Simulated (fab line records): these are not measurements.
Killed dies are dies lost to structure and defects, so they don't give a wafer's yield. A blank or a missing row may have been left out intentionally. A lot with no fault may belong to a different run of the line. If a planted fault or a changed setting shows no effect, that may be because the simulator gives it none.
Which tool is to blame?    flow n5Finfet    9 lots, 27 wafers sampled, at 2 steps of a route of 1938

== WHAT THE GAUGES SHOWED, per wafer ==
N5_BEOL_M15_INSPECT_30: inspects for defects (macro). Usual: 1.9 for rawDefectCount, sd 1.2.
lot   measured      on                rawDefectCount  flag
L782  day 12 06:17  defectInspect-01  2 2 4           
L783  day 12 10:59  defectInspect-02  1 2 1           
L785  day 12 14:49  defectInspect-01  2 3 2           
L784  day 12 15:22  defectInspect-01  1 2 0           
L786  day 15 06:04  defectInspect-01  >300 >300 >300  OFF
L793  day 16 02:59  defectInspect-02  >300 >300 >300  OFF
L796  day 16 18:20  defectInspect-01  1 1 3           
L798  day 16 21:58  defectInspect-02  1 1 4           
L804  day 18 07:38  defectInspect-02  3 2 4           

== TOOL THAT RAN EACH LOT (tool first, then ch and the chambers of the sampled wafers, then the start) ==
lot   N5_BEOL_M15_STRIP_63
L782  rieDiel-03 ch 0,2, day 12 04:00
L783  rieDiel-03 ch 0,2, day 12 09:00
L785  rieDiel-03 ch 0,1, day 12 13:00
L784  rieDiel-03 ch 2,3, day 12 13:00
L786  rieDiel-03 ch 1,2,3, day 15 04:00
L793  rieDiel-03 ch 0,2,3, day 16 01:00
L796  rieDiel-05 ch 2,3, day 16 17:00
L798  rieDiel-06 ch 1,2,3, day 16 20:00
L804  rieDiel-05 ch 1,3, day 18 06:00
- N5_BEOL_M15_STRIP_63: strips in O2.

== WHAT THE TOOLS THEMSELVES READ (means of the sampled wafers that have a number; where no wafer has one, the mark that the record gives instead) ==
N5_BEOL_M15_STRIP_63. Usual: chamberPressureMTorr 29.99 mTorr, standard deviation 0.039; drypumpMotorCurrentA 5.77 A, standard deviation 0.27; oesProductAu 0.78 a.u., standard deviation 0.075; rfVppV 3.7 V, standard deviation 0.84; showerheadPlenumPTorr 2.11 Torr, standard deviation 0.074; throttleValvePct 16.63 %, standard deviation 0.23.
lot   tool        chamberPressureMTorr (mTorr)  drypumpMotorCurrentA (A)  oesProductAu (a.u.)  rfVppV (V)  showerheadPlenumPTorr (Torr)  throttleValvePct (%)  flag
L782  rieDiel-03  30.01                         5.63                      0.86                 3.6         2.17                          16.52                 
L783  rieDiel-03  29.99                         5.68                      0.85                 3.4         2.19                          16.45                 
L785  rieDiel-03  29.97                         5.88                      0.81                 3.7         2.16                          16.57                 
L784  rieDiel-03  29.95                         5.63                      0.82                 3.8         2.14                          16.50                 
L786  rieDiel-03  29.96                         5.83                      0.76                 3.2         2.13                          16.59                 
L793  rieDiel-03  29.99                         5.59                      0.80                 4.3         2.11                          16.64                 
L796  rieDiel-05  30.00                         5.77                      0.86                 3.5         2.14                          16.55                 
L798  rieDiel-06  30.03                         5.70                      0.74                 4.2         2.09                          16.72                 
L804  rieDiel-05  29.97                         5.83                      0.88                 3.8         2.14                          16.64                 

== THE ANSWER, worked out from the rows above alone ==
Rule: a lot counts as off when the mean over its wafers that have a number is more than 3 standard deviations away from the usual mean. A lot without any number at a reading at which 4 lots or more have one is off too. Where the step has rows for the other lots, those lots are counted as sound. Order of review: gauges by route order, followed by the tools' own readings, for which a lot's mean as printed above is used. At the first step where some lot is off, the reading lying furthest off is the one used; lots without a number count as furthest.
Off: L786, L793, at N5_BEOL_M15_INSPECT_30 (rawDefectCount). Without a number there: L786, L793.
If a tool, at a process step before that reading, ran all the lots that are off and no sound lot after the first of them, it fits. Those tools and the gauges at N5_BEOL_M15_INSPECT_30 are tried in the same way. One fits: rieDiel-03 at N5_BEOL_M15_STRIP_63. A fault onset in the window from L785 (day 12 13:00, its last sound lot) to L786 (day 15 04:00, its first lot off) fits.

== WHAT THE SIMULATOR HAD INSERTED ==
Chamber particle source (rieDiel-03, N5_BEOL_M15_STRIP_63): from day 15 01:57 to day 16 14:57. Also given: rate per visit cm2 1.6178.
Shown lots that were struck: L786, L793. This agrees with what the rule above found.
